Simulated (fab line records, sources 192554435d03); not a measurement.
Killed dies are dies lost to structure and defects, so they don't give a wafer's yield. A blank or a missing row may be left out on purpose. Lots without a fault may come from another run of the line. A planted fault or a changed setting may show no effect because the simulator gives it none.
One fault seen from 3 desks | flow n5_finfet | each desk has only its own numbers; what lay behind them comes last

THE METROLOGY DESK
What the gauges read, lot by lot, whatever tool the lot ran on: means of the sampled wafers that have a number. A lot is out of limits, marked OUT, if its mean lies more than 4 standard deviations from the usual mean; the brackets give that distance. Of its 10 readings 7 are shown: those that lie furthest out on some lot.
Columns: A = DIBL_N at N5_BEOL_M4_RC_MEAS_101, usual 35.8 mV/V; B = DIBL_P at N5_BEOL_M4_RC_MEAS_101, usual 35.3 mV/V; C = IOFF_N at N5_BEOL_M4_RC_MEAS_101, usual 0.150 nA/um; D = IOFF_P at N5_BEOL_M4_RC_MEAS_101, usual 0.194 nA/um; E = SS_P at N5_BEOL_M4_RC_MEAS_101, usual 73.1 mV/dec; F = VT_N at N5_BEOL_M4_RC_MEAS_101, usual 251 mV; G = VT_P at N5_BEOL_M4_RC_MEAS_101, usual -252 mV
lot  | first seen here | A    | B    | C     | D     | E    | F   | G
L548 | day 9 17:53     | 34.9 | 35.1 | 0.136 | 0.173 | 73.0 | 254 | -255
L550 | day 10 07:59    | 36.6 | 36.7 | 0.157 | 0.207 | 73.6 | 251 | -252
L553 | day 11 08:04    | 33.3 | 32.5 | 0.116 | 0.147 | 72.4 | 255 | -255
L561 | day 12 22:57    | 36.1 | 34.9 | 0.151 | 0.185 | 72.9 | 251 | -252
L560 | day 13 19:43    | 35.8 | 34.2 | 0.149 | 0.188 | 73.5 | 251 | -253
L564 | day 14 01:35    | 35.0 | 34.1 | 0.127 | 0.183 | 73.1 | 254 | -252
L563 | day 14 01:52    | 36.1 | 36.6 | 0.155 | 0.214 | 73.8 | 248 | -249
L569 | day 15 08:19    | 35.1 | 36.1 | 0.133 | 0.190 | 73.2 | 253 | -252
L571 | day 15 13:35    | 35.5 | 35.5 | 0.155 | 0.164 | 73.0 | 250 | -256
This desk's finding: nothing out of limits on any of the 9 lots.

THE DEFECT DESK
What the inspections along the route counted, lot by lot: means of the sampled wafers that have a number. A lot is out of limits, marked OUT, if its mean lies more than 4 standard deviations from the usual mean; the brackets give that distance.
Columns: A = raw_defect_count at N5_HKMG_FIN_INSPECT_14, usual 1.9
lot  | first seen here | A
L548 | day 4 06:04     | 1.7
L550 | day 4 17:10     | 0.7
L553 | day 5 14:37     | 1.7
L560 | day 7 07:23     | 2.3
L561 | day 7 12:16     | 1.3
L563 | day 8 00:29     | 2.0
L564 | day 8 05:40     | 1.3
L569 | day 9 10:42     | 2.0
L571 | day 9 23:44     | 2.0
This desk's finding: nothing out of limits on any of the 9 lots.

THE TOOL OWNER'S DESK: rie_diel-01
The tool's own readings at N5_HKMG_FIN_ETCH_35 (etches SOC in N2/H2, target depth 215.8 nm, time 243.4 s): means of the sampled wafers that have a number, for each lot that ran on this tool. A lot is out of limits, marked OUT, if its mean lies more than 4 standard deviations from the usual mean; the brackets give that distance.
Columns: A = bias_w at N5_HKMG_FIN_ETCH_35, usual 5.003 W; B = chamber_pressure_mTorr at N5_HKMG_FIN_ETCH_35, usual 30.000 mTorr; C = drypump_motor_current_A at N5_HKMG_FIN_ETCH_35, usual 5.9 A; D = oes_product_au at N5_HKMG_FIN_ETCH_35, usual 0.77 a.u.; E = rf_vpp_V at N5_HKMG_FIN_ETCH_35, usual 141.3 V; F = showerhead_plenum_p_Torr at N5_HKMG_FIN_ETCH_35, usual 2.51 Torr; G = throttle_valve_pct at N5_HKMG_FIN_ETCH_35, usual 17.8 %
lot  | first seen here | A               | B      | C   | D    | E                | F    | G
L548 | day 4 06:24     | 4.996           | 29.986 | 6.3 | 0.73 | 142.0            | 2.53 | 18.2
L550 | day 4 17:30     | 4.999           | 30.007 | 6.4 | 0.86 | 141.1            | 2.46 | 17.9
L553 | day 5 14:57     | 5.017           | 29.985 | 5.9 | 0.98 | 141.3            | 2.48 | 17.4
L560 | day 7 07:44     | 4.770 (-17) OUT | 30.011 | 6.1 | 0.88 | 136.6 (-4.7) OUT | 2.46 | 17.6
L561 | day 7 12:35     | 4.757 (-18) OUT | 29.991 | 6.3 | 0.79 | 136.6 (-4.7) OUT | 2.51 | 17.8
This desk's finding: out of limits on L560, L561; first on L560, day 7 07:44 (bias_w at N5_HKMG_FIN_ETCH_35). In limits: L548, L550, L553.

PUT TOGETHER
The tool owner's desk could have raised an alarm at day 7 07:44, on L560, L561.
The metrology desk saw nothing out of limits.
The defect desk saw nothing out of limits.
The metrology desk has L560, L561 on record, within its limits.
The defect desk has L560, L561 on record, within its limits.
Of the lots named, all ran N5_HKMG_FIN_ETCH_35 on rie_diel-01.

WHAT THE SIMULATOR HAD PUT IN
Process parameter drift: rie_diel-01, from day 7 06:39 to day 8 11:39, at N5_HKMG_FIN_ETCH_35. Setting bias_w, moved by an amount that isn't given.
Lots struck among those shown: L560, L561.
Hours from the fault's start to each desk's first reading out of limits: the tool owner's desk, 1.
